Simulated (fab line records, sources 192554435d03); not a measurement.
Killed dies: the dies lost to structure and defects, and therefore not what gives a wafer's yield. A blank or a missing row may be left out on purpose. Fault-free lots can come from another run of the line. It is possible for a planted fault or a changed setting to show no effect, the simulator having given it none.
fab line records    flow n5Finfet
record lots=4  wafers=11  lastDay=17
route steps=1938 shown BEOL_M4@1099 BEOL_M5@1112 BEOL_M13@1696 BEOL_M15@1830 PASSIVATION@1936
lots that met no fault: from a run of the same line without faults
startH: start of the lot's first displayed wafer, in hours after the record's first day    waitH: time in hours since the lot's previous step    " unchanged from the row above    L1.1+2: one row covering several wafers at once    - no value, or no start was given    * or withheld: withheld    < > ~ a bound
route shown NAME@n: a module of which the file shows steps, and the number in the route of the first    usual: the fault-free wafers' mean and standard deviation    same: alike in all rows    chamber/n: place in a boat    sites: the reading at each site    _std_site: standard deviation across them    _edge_site: mean of outer sites minus mean of inner sites    radiusMm: for every site, how far away it sits from the centre of the wafer    mask NAME#n: copy n    behind: the most recent tool/chamber to have shaped the wafer    hold: cause of the lot's hold/its duration in hours/its outcome    device: the transistor (n, p or np) that didn't switch    end of line: tests run on the same wafers once the route is complete    a step given without rows: its recipe and nothing more    killed: the dies lost at the first sort to structure and to defects; this is not the yield of the wafer    map: the dies of a wafer, with x for killed, . for not killed, _ for no die there
set.NAME: the setting that was run; set.NAME@STEP: the one run at that earlier step    model.NAME: the simulator's own value behind a step, which no gauge read
lots at some steps of the route; a table a step, a row a wafer
services: when a tool's chamber went out of use (startH, in hours from the record's first day, below 0 if earlier), for how many hours, and the reason
## steps
# step N5_BEOL_M4_ANNEAL_95
# recipe tempC=400  timeS=240  ambient=vacuum
# step N5_BEOL_M4_SPUTTER_96
# recipe material=Cu  targetThkA=45  tempC=-20  chamberPressurePa=0.07  powerW=withheld  timeS=8.29
# step N5_BEOL_M4_ECD_50
# recipe material=Cu  targetThkA=3000
# step N5_BEOL_M4_ANNEAL_51
# recipe tempC=225  timeS=90  ambient=N2
# step N5_BEOL_M4_CMP_52
# recipe stopOn=SiOC  tOverpolishS=6.8  downForcePsi=1  platenRpm=50  clearingPlatenDownForcePsi=1.5  clearingPlatenRpm=50  postCmpClean=cuAlkaline  targetThkNm=40  clearingPlatenPadVelocityMS=0.99484  padVelocityMS=0.99484
# step N5_BEOL_M4_PRE_CLEAN_60
# recipe gas=NH3/H2  timeS=15  tempC=*  rfPowerW=300
# step N5_BEOL_M4_CO_CAP_55
# recipe material=Co  targetThkA=20  tempC=200  precursor=CCTBA/H2  pressureTorr=30  timeS=102.1
# step N5_BEOL_M4_PRE_CLEAN_56
# recipe gas=NH3  timeS=15  tempC=withheld  rfPowerW=300
# step N5_BEOL_M4_DEP_57
# recipe material=SiCN  targetThkA=80  tempC=withheld  precursor=3MS/NH3  pressureTorr=3  rfW=202  timeS=14
# step N5_BEOL_M4_RC_MEAS_101
# usual DIBL_N=36.2/1.4  DIBL_P=36.1/1.5  IOFF_N=0.153/0.02  IOFF_P=0.215/0.03  ION_N=672/8.6  ION_P=463/6.8  SS_N=71.5/0.47  SS_P=73.3/0.57  VT_N=250.6/2.4  VT_P=-249/3.2
lot.wafer  tool       chamber  startH  waitH  DIBL_N[mV/V]  DIBL_P[mV/V]  IOFF_N[nA/um]  IOFF_P[nA/um]  ION_N[uA/um]  ION_P[uA/um]  SS_N[mV/dec]  SS_P[mV/dec]  VT_N[mV]  VT_P[mV]
L406.1     prober-01  0        169.59  0.0    37.4          37.9          0.150          0.244          675           467           71.5          71.8          251.2     -248
L406.2     "          0        "       "      37.9          38.5          0.170          0.261          672           463           72.5          73.0          251.4     -246
L406.3     "          0        "       "      36.5          36.5          0.138          0.217          680           470           71.1          72.0          250.9     -248
L418.3     prober-01  0        237.03  0.3    38.4          37.2          0.191          0.266          688           472           72.0          72.8          245.5     -243
L418.4     "          0        "       "      37.2          36.4          0.169          0.250          670           472           72.1          72.8          246.3     -245
L418.6     "          0        "       "      37.3          36.5          0.169          0.251          682           472           72.0          72.5          246.9     -245
L420.2     prober-01  0        246.57  0.2    34.8          32.8          0.125          0.186          666           462           71.0          73.0          254.5     -249
L420.4     "          0        "       "      37.5          35.7          0.163          0.234          676           458           71.9          73.2          251.7     -248
L428.3     prober-02  0        296.38  0.3    34.8          34.6          0.134          0.198          654           459           71.3          73.3          251.4     -253
L428.4     "          0        "       "      34.8          34.2          0.133          0.192          668           460           70.8          73.5          252.2     -250
L428.6     "          0        "       "      34.9          34.3          0.140          0.189          670           464           71.2          73.7          251.2     -252
# step N5_BEOL_M5_ILD_DEP_00
# recipe material=SiCOH_lowk  targetThkA=1406.4  tempC=300  precursor=DEMS/porogen  pressureTorr=5  rfW=500  timeS=25.9
# step N5_BEOL_M5_CURE_79
# recipe tempC=385  timeS=240  ambient=He/Ar  material=SiCOH_lowk
# step N5_BEOL_M5_PECVD_70
# recipe material=SiO2  targetThkA=160  tempC=400  precursor=TEOS/O2  pressureTorr=5.5  rfW=450  teosFlowSccm=53.8  gas=O2  flowSccm=3000  timeS=18
# step N5_BEOL_M5_HM_DEP_02
# recipe material=TiN  targetThkA=200  tempC=25  chamberPressurePa=0.49996
# step N5_BEOL_M5_COAT_59
# recipe resist=SOC  tempC=250  timeS=60  spinRpm=1500  resistThkNm=60
# step N5_BEOL_M5_COAT_60
# recipe resist=SiARC  tempC=220  timeS=60  spinRpm=1500  resistThkNm=12
# step N5_BEOL_M5_COAT_71
# recipe resist=underlayer  tempC=205  timeS=60  spinRpm=1500  resistThkNm=5
# step N5_BEOL_M5_COAT_05
# recipe resist=CAR-EUV  spinRpm=1500  resistThkNm=30
# step N5_BEOL_M5_EBR_07
# recipe solvent=PGMEA  ebrWidthMm=1.5
# step N5_BEOL_M5_SOFTBAKE_06
# recipe tempC=110  timeS=60  resist=CAR-EUV
# step N5_BEOL_M5_EXPOSE_08
# recipe maskId=M5  na=0.33  sourceShape=annular  sigmaInner=0.4  sigmaOuter=0.8  polarization=unpolarized  targetCdNm=28  doseMj=35.75
# step N5_BEOL_M5_PEB_09
# recipe pebTempC=100  pebTimeS=60  resist=CAR-EUV
# step N5_BEOL_M5_DEVELOP_10
# recipe developTimeS=30  developer=TMAH  resist=CAR-EUV  rinseLiquid=surfactantRinse  dry=airSpin  devTempC=23
# step N5_BEOL_M5_DESCUM_16
# recipe chemistry=O2  timeS=7  sourcePowerW=50  biasPowerW=20  pressureMtorr=20  rfFrequencyHz=2.712e+07  tempC=40  resist=CAR-EUV  o2FlowSccm=225
# step N5_BEOL_M5_ETCH_72
# recipe chemistry=N2/H2  target=underlayer  targetDepthA=65  maskMaterial=CAR-EUV  timeS=5.2  ionEnergyEv=200  pressureMtorr=30  sourceW=840  biasW=150  n2FlowSccm=200  h2FlowSccm=200  ends=cleared
# step N5_BEOL_M5_ETCH_61
# recipe chemistry=CF4  target=SiARC  targetDepthA=156  maskMaterial=CAR-EUV  timeS=26  ionEnergyEv=80  pressureMtorr=40  sourceW=545  biasW=36  Ar_flow_sccm=100  cf4FlowSccm=100  ends=cleared
# step N5_BEOL_M5_ETCH_62
# recipe chemistry=N2/H2  target=SOC  targetDepthA=750  overetchA=150  maskMaterial=SiARC  tempC=40  timeS=112.5  ionEnergyEv=200  pressureMtorr=30  sourceW=840  biasW=150  n2FlowSccm=200  h2FlowSccm=200
# step N5_BEOL_M5_STRIP_63
# recipe chemistry=N2/H2  tempC=40  n2FlowSccm=200  h2FlowSccm=200  rfFrequencyHz=6e+07
# step N5_BEOL_M5_STRIP_73
# recipe chemistry=N2/H2  tempC=40  n2FlowSccm=200  h2FlowSccm=200  rfFrequencyHz=6e+07
# step N5_BEOL_M5_STRIP_64
# recipe chemistry=CF4  resist=SiARC  powerW=300  biasPowerW=75  pressureMtorr=50  cf4FlowSccm=150  rfFrequencyHz=6e+07
# step N5_BEOL_M5_HM_OPEN_17
# recipe chemistry=Cl2/BCl3  targetDepthA=200  overetchA=60  target=TiN  maskMaterial=SOC  ionEnergyEv=150  pressureMtorr=10  icpW=1000  biasW=126  Cl2_flow_sccm=53.25  bcl3FlowSccm=21.75  Ar_flow_sccm=25
# step N5_BEOL_M5_STRIP_19
# recipe chemistry=O2  powerW=400  tempC=40  pressureMtorr=30  rfFrequencyHz=6e+07  biasPowerW=0  overashFraction=0.2  o2FlowSccm=225
# step N5_BEOL_M5_COAT_65
# recipe resist=SOC  tempC=250  timeS=60  spinRpm=1500  resistThkNm=60
# step N5_BEOL_M5_COAT_66
# recipe resist=SiARC  tempC=220  timeS=60  spinRpm=1500  resistThkNm=12
# step N5_BEOL_M13_TRENCH_ETCH_34
# recipe chemistry=C4F8/O2/Ar  target=SiOC  targetDepthA=4134.7  maskMaterial=SOC  pressureMtorr=30  sourceW=3000  biasW=700  Ar_flow_sccm=400  C4F8_flow_sccm=15  O2_flow_sccm=8  heInnerTorr=15  heOuterTorr=30  timeS=162.6  ionEnergyEv=250
# usual drypumpMotorCurrentA=5.8/0.39  heInnerTorr=15.00/0.03  heOuterTorr=30.01/0.067  oesProductAu=0.79/0.084  rfVppV=666/3.9  showerheadPlenumPTorr=3.42/0.13  throttleValvePct=24.26/0.22
lot.wafer  tool        chamber  startH  waitH  drypumpMotorCurrentA  heInnerTorr  heOuterTorr  oesProductAu  rfHoursCounterH  rfVppV  showerheadPlenumPTorr  throttleValvePct  model.etch.depthNm
L406.1     rieDiel-05  1        244.04  0.0    6.1                   15.05        30.02        0.73          192              670     3.53                   24.44             414.6
L406.2     "           3        "       "      5.3                   15.04        30.06        0.71          215              660     3.26                   24.46             410.1
L406.3     "           0        "       "      5.9                   15.07        29.99        0.84          74               664     3.33                   24.00             417.3
L418.3     rieDiel-05  1        311.59  0.0    6.1                   15.00        29.97        0.70          213              670     3.52                   24.47             409.3
L418.4     "           3        "       "      5.2                   14.95        29.97        0.48          234              661     3.25                   24.42             205.2
L418.6     "           3        "       "      5.2                   15.00        29.95        0.69          -                661     3.25                   24.49             406
L420.2     rieDiel-05  3        320.58  0.0    5.2                   14.95        29.97        0.48          237              661     3.25                   24.44             203.4
L420.4     "           2        "       "      6.4                   15.00        29.94        0.62          21               671     3.60                   24.23             209.7
L428.3     rieDiel-06  2        367.53  0.0    5.9                   14.99        30.02        0.90          28               663     3.35                   24.23             420.5
L428.4     "           0        "       "      5.8                   14.97        30.05        0.74          180              661     3.26                   23.88             416.6
L428.6     "           2        "       "      5.9                   15.01        29.91        0.91          -                663     3.35                   24.24             423.6
# step N5_BEOL_M13_OCD_MEAS_35
# usual trenchDepthNm=414/4.7
lot.wafer  tool    chamber  startH  waitH  trenchDepthNm
L406.1     ocd-01  -        244.22  0.0    414
L406.2     "       -        "       "      410
L406.3     "       -        "       "      417
L418.3     ocd-02  -        311.77  0.0    410
L418.4     "       -        "       "      206
L418.6     "       -        "       "      406
L420.2     ocd-02  -        320.75  0.0    203
L420.4     "       -        "       "      210
L428.3     ocd-02  -        367.71  0.0    421
L428.4     "       -        "       "      417
L428.6     "       -        "       "      424
# step N5_BEOL_M13_CMP_49
# recipe stopOn=SiOC  tOverpolishS=17.1  downForcePsi=1  platenRpm=50  clearingPlatenDownForcePsi=1.5  clearingPlatenRpm=50  postCmpClean=cuAlkaline  targetThkNm=420  clearingPlatenPadVelocityMS=0.99484  padVelocityMS=0.99484
# usual barrierFieldEndpointS=30.5/0.62  motorCurrentA=6.1/0.73  overpolishRunS=17.100/0.009  padLifeWafers=1034/730
lot.wafer  tool    chamber  startH  waitH  barrierFieldEndpointS  motorCurrentA  overpolishRunS  padLifeWafers  model.Cu_of_BEOL_M13_ECD_47.thkNm
L406.1     cmp-02  3        250.78  0.3    30.9                   7.6            17.108          36             421
L406.3     "       0        "       "      31.7                   5.8            17.116          37             425.2
L406.2     "       2        "       "      30.4                   5.7            17.092          39             417.4
L418.4     cmp-04  0        314.85  0.1    30.4                   5.8            17.106          1884           211.4
L418.3     "       3        "       "      30.9                   6.3            17.099          1887           416.4
L418.6     "       1        "       "      30.0                   5.7            17.100          -              412
L420.4     cmp-04  1        322.80  0.2    31.2                   5.9            17.103          1963           214.6
L420.2     "       3        "       "      31.7                   6.3            17.102          1965           210.6
L428.3     cmp-02  1        370.45  0.3    30.0                   5.7            17.090          1034           427.4
L428.4     "       2        "       "      30.0                   5.3            17.094          1035           423.6
L428.6     "       0        "       "      30.3                   5.5            17.103          -              431
# step N5_BEOL_M13_THK_MEAS_50
# recipe thkMeasGauge=xrf  reads=Cu_of_BEOL_M13_ECD_47
# usual M13_THK=419/6.1
lot.wafer  tool          chamber  startH  waitH  M13_THK[nm]
L406.1     filmMetro-01  -        251.07  -      415
L406.2     "             -        "       "      414
L406.3     "             -        "       "      418
L418.3     filmMetro-01  -        315.15  -      410
L418.4     "             -        "       "      210
L418.6     "             -        "       "      406
L420.2     filmMetro-02  -        323.06  -      210
L420.4     "             -        "       "      214
L428.3     filmMetro-02  -        370.67  -      426
L428.4     "             -        "       "      422
L428.6     "             -        "       "      430
# step N5_BEOL_M13_RS_MEAS_54
# recipe thkMeasGauge=four-point-probe  reads=Cu_of_BEOL_M13_ECD_47+Ta_of_BEOL_M13_SPUTTER_44+TaN_of_BEOL_M13_SPUTTER_43
# usual M13_RS=0.0450/0.00054
lot.wafer  tool          chamber  startH  waitH  M13_RS[ohm/sq]
L406.1     filmMetro-02  -        251.20  0.0    0.0448
L406.2     "             -        "       "      0.0453
L406.3     "             -        "       "      0.0445
L418.3     filmMetro-01  -        315.28  0.1    0.0454
L418.4     "             -        "       "      0.0925
L418.6     "             -        "       "      0.0460
L420.2     filmMetro-01  -        323.19  0.1    0.0930
L420.4     "             -        "       "      0.0910
L428.3     filmMetro-01  -        370.80  0.1    0.0442
L428.4     "             -        "       "      0.0447
L428.6     "             -        "       "      0.0438
# step N5_BEOL_M15_RC_MEAS_101
# usual COMB_M10=1.5e-11/3e-12  COMB_M11=1.49e-11/3e-12  COMB_M11_max_site=2.1e-11/4.6e-12  COMB_M12=6.5e-12/1.5e-12  COMB_M14=3.9e-12/7.4e-13  COMB_M15=2.6e-12/5.5e-13  COMB_M5=3.6e-11/7.7e-12  COMB_M6=2.6e-11/5.1e-12  COMB_M7=2.5e-11/5.1e-12  COMB_M8=2.6e-11/6.6e-12  COMB_M9=1.5e-11/3e-12  COMB_M9_max_site=2.1e-11/5e-12  SERP_M10=3.06/0.059  SERP_M11=3.10/0.063  SERP_M11_max_site=3.18/0.073  SERP_M12=0.641/0.013  SERP_M13=0.310/0.005  SERP_M13_max_site=0.313/0.0052  SERP_M14=0.1603/0.0025  SERP_M5=38.7/1.5  SERP_M6=13.7/0.46  SERP_M7=13.9/0.39  SERP_M8=13.9/0.46  SERP_M9=3.08/0.067
lot.wafer  tool       chamber  startH  waitH  COMB_M10[S/m]  COMB_M11[S/m]  COMB_M11_max_site[S/m]  COMB_M12[S/m]  COMB_M14[S/m]  COMB_M15[S/m]  COMB_M5[S/m]  COMB_M6[S/m]  COMB_M7[S/m]  COMB_M8[S/m]  COMB_M9[S/m]  COMB_M9_max_site[S/m]  SERP_M10[ohm/um]  SERP_M11[ohm/um]  SERP_M11_max_site[ohm/um]  SERP_M12[ohm/um]  SERP_M13[ohm/um]  SERP_M13_max_site[ohm/um]  SERP_M14[ohm/um]  SERP_M5[ohm/um]  SERP_M6[ohm/um]  SERP_M7[ohm/um]  SERP_M8[ohm/um]  SERP_M9[ohm/um]
L406.1     prober-01  0        263.53  0.0    1.3e-11        1.94e-11       2.8e-11                 7.6e-12        3.6e-12        2.3e-12        3.6e-11       2.4e-11       2.4e-11       2.9e-11       1.4e-11       1.8e-11                3.04              3.08              3.16                       0.641             0.307             0.312                      0.1553            37.6             13.4             14.2             14.6             3.11
L406.2     "          0        "       "      1.7e-11        1.72e-11       2.1e-11                 6e-12          4.2e-12        2.4e-12        3e-11         2.5e-11       2.5e-11       1.9e-11       1.4e-11       1.9e-11                2.98              3.08              3.16                       0.623             0.312             0.314                      0.1577            36.4             13.3             13.6             14.4             3.03
L406.3     "          0        "       "      2e-11          1.36e-11       2e-11                   7.5e-12        4.6e-12        2.4e-12        3.1e-11       3.1e-11       2.7e-11       2.2e-11       2e-11         3.1e-11                3.07              3.13              3.20                       0.631             0.302             0.304                      0.1600            37.9             13.6             13.8             14.3             3.02
L418.3     prober-01  0        325.49  0.9    1.8e-11        1.46e-11       2.1e-11                 7.2e-12        4.2e-12        2.1e-12        3.7e-11       1.6e-11       2.9e-11       2.2e-11       1.8e-11       2.1e-11                3.12              3.17              3.24                       0.653             0.315             0.319                      0.1568            37.0             14.4             14.1             13.6             3.04
L418.4     "          0        "       "      1.6e-11        1.41e-11       1.7e-11                 6.9e-12        4.4e-12        2.7e-12        3.1e-11       2.4e-11       3.1e-11       2e-11         1.6e-11       3.1e-11                3.01              3.01              3.07                       0.640             0.656             0.663                      0.1598            38.0             13.9             13.9             13.5             2.99
L418.6     "          0        "       "      1.3e-11        1.69e-11       3.6e-11                 8.4e-12        4.1e-12        2.9e-12        3.6e-11       2.4e-11       2.2e-11       3.2e-11       1.8e-11       2.1e-11                3.14              3.04              3.12                       0.647             0.321             0.325                      0.1617            36.6             14.0             13.8             14.1             2.96
L420.2     prober-02  0        334.31  0.3    1e-11          1.43e-11       2e-11                   4.1e-12        3e-12          3.1e-12        4e-11         3e-11         3.5e-11       2e-11         1.4e-11       2.7e-11                2.99              3.05              3.15                       0.633             0.643             0.651                      0.1632            42.8             13.6             13.6             13.6             3.11
L420.4     "          0        "       "      1e-11          1.43e-11       2.4e-11                 4.3e-12        3.8e-12        2.1e-12        3.7e-11       2.4e-11       2.4e-11       2.8e-11       1.7e-11       2e-11                  3.06              3.15              3.20                       0.641             0.626             0.634                      0.1598            41.1             13.9             13.6             13.4             3.12
L428.3     prober-01  0        383.15  0.3    1.8e-11        1.49e-11       2.2e-11                 7.9e-12        5e-12          1.9e-12        2.6e-11       2.5e-11       2e-11         1.8e-11       2.4e-11       2.9e-11                3.20              3.00              3.05                       0.648             0.304             0.307                      0.1586            38.0             13.6             14.1             14.3             3.08
L428.4     "          0        "       "      1.2e-11        1.58e-11       2e-11                   5.8e-12        4.8e-12        3.2e-12        2.8e-11       3.4e-11       3.4e-11       2.3e-11       2e-11         2.9e-11                3.17              2.98              3.04                       0.639             0.309             0.311                      0.1609            37.6             13.5             15.0             13.8             3.06
L428.6     "          0        "       "      1.6e-11        1.47e-11       2.4e-11                 7.1e-12        4.9e-12        2.1e-12        2.4e-11       2.9e-11       2.4e-11       2.2e-11       1.7e-11       2.2e-11                3.08              2.97              3.11                       0.643             0.300             0.302                      0.1660            39.1             14.0             14.2             14.0             3.05
# sites SERP_M13 radiusMm=0,75,75,75,75,140,140,140,140
L406.1 0.304 0.307 0.307 0.305 0.312 0.307 0.307 0.304 0.309
L418.3 0.316 0.319 0.317 0.315 0.319 0.314 0.313 0.315 0.315
L420.2 0.643 0.643 0.651 0.644 0.644 0.641 0.636 0.649 0.639
L428.3 0.305 0.304 0.301 0.307 0.301 0.305 0.299 0.307 0.301
# step N5_PASSIVATION_PROBE_49
# usual defectLimitedYield=91.3/1.3  killed_at_M0_to_M3=35/13  killed_at_M4_up=13/5.2  killedAtContacts=12/6.2  killedAtFrontEnd=39/9.6  killedAtOther=3.1/2.6  killedDies=102/16  killedOnRim=13/3.8  killedOpen=68/13  killedShort=33/6.9  sort_bin_5_function=5.1/0.87  sort_bin_6_memory=3.3/0.67  sort_bin_8_speed=0/0  sortNPass=1078/16
# same grossDies=1180  killedAtBackSide=0  sort_bin_4_leakage[%]=0
lot.wafer  tool       chamber  startH  waitH  defectLimitedYield[%]  killed_at_M0_to_M3  killed_at_M4_up  killedAtContacts  killedAtFrontEnd  killedAtOther  killedDies  killedOnRim  killedOpen  killedShort  sort_bin_5_function[%]  sort_bin_6_memory[%]  sort_bin_8_speed[%]  sortNPass
L406.1     prober-01  -        276.64  0.0    93.4                   29                  13               4                 31                1              78          6            53          23           4.1                     2.5                   0                    1102
L406.2     prober-01  -        276.69  0.1    92.9                   29                  10               7                 35                3              84          8            57          25           3.9                     3.1                   0                    1096
L406.3     prober-01  -        276.74  0.1    93.3                   8                   8                16                45                2              79          10           55          22           4.5                     2.2                   0                    1101
L418.3     prober-01  -        341.91  0.1    92.1                   20                  9                8                 54                2              93          14           57          35           4.5                     3.1                   0                    1087
L418.4     prober-01  -        341.96  0.2    81.3                   32                  134              14                41                0              221         33           69          28           4.7                     3.6                   10.42                959
L418.6     prober-01  -        342.06  0.3    91.7                   22                  10               12                46                8              98          19           65          32           5.4                     2.7                   0                    1082
L420.2     prober-02  -        348.03  0.1    81.8                   32                  122              10                51                0              215         28           65          35           5.4                     3.1                   9.66                 965
L420.4     prober-02  -        348.13  0.2    84.7                   42                  94               8                 33                3              180         22           65          34           5.6                     2.8                   6.78                 1000
L428.3     prober-02  -        396.59  0.1    88.3                   75                  8                5                 46                4              138         17           85          52           6.5                     4.7                   0                    1042
L428.4     prober-02  -        396.64  0.2    91.3                   27                  15               9                 46                6              103         17           68          32           5.6                     2.9                   0                    1077
L428.6     prober-02  -        396.74  0.3    89.9                   47                  18               6                 46                2              119         13           77          39           5.9                     4.0                   0                    1061
# killed by level:class
L406.1 STI_FIN_REVEAL:geometricParticle:open=8 BEOL_M2:geometricParticle:open=8 BEOL_M4:geometricParticle:open=8 GATE_CUT:geometricParticle:short=4 MOL_CONTACT_COAG:geometricParticle:open=4 BEOL_M1:geometricParticle:open=4 BEOL_M3:geometricParticle:short=4 STARTING-WAFER:geometricParticle:open=4
L406.2 BEOL_M2:geometricParticle:open=10 STI_FIN_REVEAL:geometricParticle:open=7 MOL_CONTACT_COAG:geometricParticle:open=7 FIN_SAQP:geometricParticle:short=6 GATE_CUT:geometricParticle:short=6 BEOL_M1:geometricParticle:open=6 FIN_SAQP:geometricParticle:open=5 SDB:geometricParticle:open=3
L406.3 MOL_CONTACT_COAG:geometricParticle:open=14 STI_FIN_REVEAL:geometricParticle:open=11 FIN_SAQP:geometricParticle:open=8 GATE_CUT:geometricParticle:short=6 FIN_SAQP:geometricParticle:short=5 DUMMY_GATE:geometricParticle:open=3 BEOL_M1:geometricParticle:short=3 BEOL_M7:geometricParticle:open=3
L418.3 FIN_SAQP:geometricParticle:short=13 STI_FIN_REVEAL:geometricParticle:open=13 FIN_SAQP:geometricParticle:open=5 MOL_CONTACT_COAG:geometricParticle:open=5 BEOL_M1:geometricParticle:open=5 STI_FIN_REVEAL:geometricParticle:short=4 STARTING-WAFER:geometricParticle:short=4 DUMMY_GATE:geometricParticle:open=4
L418.4 BEOL_M13:areaEcd=123 STI_FIN_REVEAL:geometricParticle:open=13 MOL_CONTACT_COAG:geometricParticle:open=11 BEOL_M2:geometricParticle:open=10 FIN_SAQP:geometricParticle:short=7 DUMMY_GATE:geometricParticle:open=6 BEOL_M0_SAQP:geometricParticle:open=5 BEOL_M3:geometricParticle:open=5
L418.6 STI_FIN_REVEAL:geometricParticle:open=16 FIN_SAQP:geometricParticle:short=10 MOL_CONTACT_COAG:geometricParticle:open=9 BEOL_M1:geometricParticle:open=7 BEOL_M2:geometricParticle:open=7 STI_FIN_REVEAL:geometricParticle:short=5 BEOL_M4:geometricParticle:open=4 MOL_CONTACT_COAG:geometricParticle:short=3
L420.2 BEOL_M13:areaEcd=114 FIN_SAQP:geometricParticle:open=17 FIN_SAQP:geometricParticle:short=14 MOL_CONTACT_COAG:geometricParticle:open=8 BEOL_M0_SAQP:geometricParticle:open=7 BEOL_M3:geometricParticle:open=7 STI_FIN_REVEAL:geometricParticle:open=6 BEOL_M0_SAQP:geometricParticle:short=5
L420.4 BEOL_M13:areaEcd=80 BEOL_M0_SAQP:geometricParticle:open=11 FIN_SAQP:geometricParticle:short=9 FIN_SAQP:geometricParticle:open=8 BEOL_M0_SAQP:geometricParticle:short=7 BEOL_M2:geometricParticle:open=7 BEOL_M1:geometricParticle:open=6 BEOL_M3:geometricParticle:open=6
L428.3 BEOL_M0_SAQP:geometricParticle:open=27 BEOL_M0_SAQP:geometricParticle:short=27 FIN_SAQP:geometricParticle:open=18 FIN_SAQP:geometricParticle:short=10 BEOL_M3:geometricParticle:open=8 STI_FIN_REVEAL:geometricParticle:open=4 GATE_CUT:geometricParticle:short=4 MOL_CONTACT_COAG:geometricParticle:open=4
L428.4 GATE_CUT:geometricParticle:open=10 STI_FIN_REVEAL:geometricParticle:open=8 BEOL_M2:geometricParticle:open=8 BEOL_M0_SAQP:geometricParticle:open=6 STARTING-WAFER:geometricParticle:open=6 DUMMY_GATE:geometricParticle:open=5 GATE_CUT:geometricParticle:short=5 MOL_CONTACT_COAG:geometricParticle:open=5
L428.6 BEOL_M0_SAQP:geometricParticle:open=17 BEOL_M0_SAQP:geometricParticle:short=12 FIN_SAQP:geometricParticle:open=11 FIN_SAQP:geometricParticle:short=10 BEOL_M3:geometricParticle:open=8 GATE_CUT:geometricParticle:open=6 BEOL_M4:geometricParticle:open=6 STI_FIN_REVEAL:geometricParticle:open=5
# map L418.4 (x killed, . not)
_________________........xxxx________________
______________.........x.x...x.._____________
___________.......xxxx..x....xx.xxx__________
__________...x.........x........xxx._________
________..x...x.....x...........x...x._______
_______......x.x.........x.............______
______.........................xx......._____
_____...x..x.x.................xxx...x...____
____x......x.....xx.........xx.....x..x...___
___..x..x.x....x......x..x........x..x...x.__
___...xx..x....x.........xx......xxx.x...x.__
__......x..x.xx..........x..........x......._
__......x.....x...x..x...x.....x...xxx......_
_............x..x.........x.x........x.x.....
_x.x.......x..........x...........x...x......
_....x.....x.............x.x..x.....xxx.....x
_..x.................x...x.......x...xx.....x
_.x......x.x.......x.........................
_x....x....x..x.x....x.x..x.....x........x..x
_....x.....x............x........x.xx...x....
_x........x.....x.x....x.....x.........x.....
__.....x......x.xx....xx...xx..x........x..._
__x......xx.........xx.x....x........x....x._
___....xx...x...........x..x..x........x...__
___....x............xx..x......xx.x.x...x..__
____...............xx......xx.........x...___
_____.x..x.......x.x.........x.......x...____
______...x..............xx....x....x...._____
_______.x.x.x........x..........xx.....______
________x.xx.x..x..x....x.........x..._______
__________x..............x.x...x...._________
___________.x.x....xx.x.x.........x__________
______________..x..x.....x......_____________
_________________x...xx......________________
# map L420.2 (x killed, . not)
_________________..x...xx...x________________
______________...x...x.........._____________
___________x...............x...x.x.__________
__________.x.x.......xx..xx.....xxx._________
________x..xx........x.x..x...xx.x...._______
_______xx..x..x.......x........x.......______
______.x............x......x....x....x.._____
_____.................x............x.....____
____...............x......x..x.x...x......___
___.............xxx.........x.........x.x..__
___....x.....x..x...xx.x....x...x......xx..__
__....x.....x..x.............x...x..xx...x.._
__x..x.....x...x.....x......x..............._
_.....xx.....x...x.......x.x..........x......
_xx.x.x..x...xx.....x.....x..x..x............
_.....x..........x.........x....xx..........x
_.x........x...x...........xxx...........x...
_x..x...x..xx...x.......x.........x...x.x....
_............xx..x.........x..........x...x..
_x...x......x....xx.............x.....x.x....
_..x.x.x..xx............x.....x...x..x.....x.
__...xx.x......x.......x...........x.....x.._
__.......xx..x.....x.xx.x.......x.x..x...x.._
___x..x....x..x...x....x.......x.x........x__
___.............x...x..xxx..x.........x....__
____.............x...x....x...x.x......x..___
_____.........xx.....xx....xxxxxx........____
______....x.....x..........x............_____
_______.x.x..xxx...x...................______
________..x.....x.x..xx..........x...._______
__________.....xx...........x....x.._________
___________.xx..................x..__________
______________...........x..x..._____________
_________________............________________
## services
tool        chamber  startH  hours  kind
cmp-04      -        233.26  0.4    repair
rieDiel-05  2        235.25  4.6    repair
rieDiel-05  2        240.09  -      clean
rieDiel-05  2        240.09  -      consumableReplace:focusRing
rieDiel-05  2        240.09  -      consumableReplace:showerhead
rieDiel-05  2        240.09  13.4   scheduledDown
rieDiel-05  2        240.09  13.4   ventCycle
cmp-02      -        242.03  4.0    pm
cmp-02      -        246.03  -      consumableReplace:conditioner
cmp-02      -        246.03  -      consumableReplace:pad
rieDiel-06  2        246.36  -      clean
cmp-04      -        269.15  1.0    repair
cmp-02      -        303.20  3.1    repair
cmp-02      -        317.60  0.7    repair
cmp-04      -        338.27  4.0    pm
cmp-04      -        342.27  -      consumableReplace:conditioner
cmp-04      -        342.27  -      consumableReplace:pad
cmp-04      -        342.27  4.5    pm
rieDiel-05  0        345.96  4.0    repair
rieDiel-05  3        362.77  -      clean
rieDiel-05  3        362.77  -      consumableReplace:focusRing
rieDiel-05  3        362.77  -      consumableReplace:showerhead
rieDiel-05  3        362.77  19.4   scheduledDown
rieDiel-05  3        362.77  19.4   ventCycle
## key
firstSign step=N5_BEOL_M13_TRENCH_ETCH_34  reading=oesProductAu  direction=down  sigmas=3.1  usual=0.79  struck=0.53
effect step=N5_BEOL_M13_OCD_MEAS_35  reading=trenchDepthNm  direction=down  sigmas=44  usual=414  struck=206
effect step=N5_BEOL_M13_THK_MEAS_50  reading=M13_THK  direction=down  sigmas=34  usual=419  struck=211
effect step=N5_BEOL_M13_RS_MEAS_54  reading=M13_RS  direction=up  sigmas=87  usual=0.0450  struck=0.0922
effect step=N5_BEOL_M15_RC_MEAS_101  reading=SERP_M13  direction=up  sigmas=67  usual=0.310  struck=0.642
effect step=N5_PASSIVATION_PROBE_49  reading=sort_bin_8_speed  direction=up  sigmas=99+  usual=0  struck=8.95
modelEffect step=N5_BEOL_M13_TRENCH_ETCH_34  value=etch.depthNm  without=409.3  struck=206.1
modelEffect step=N5_BEOL_M13_CMP_49  value=Cu_of_BEOL_M13_ECD_47.thkNm  without=415.5  struck=212.2
moreKillsBornAt N5_BEOL_M13_ECD_47@ecdCu-01=194  N5_BEOL_M13_ECD_47@ecdCu-02=123
metAt N5_BEOL_M13_TRENCH_ETCH_34
struckWafers L418.4,L420.2,L420.4
onsetBetween 244.04 311.59
fault kind=processParameterDrift  tool=rieDiel-05  chamber=-  onsetH=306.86  steps=N5_BEOL_M13_TRENCH_ETCH_34  channel=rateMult  offset=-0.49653  shape=step  endH=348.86  scope=struckWafersOnly
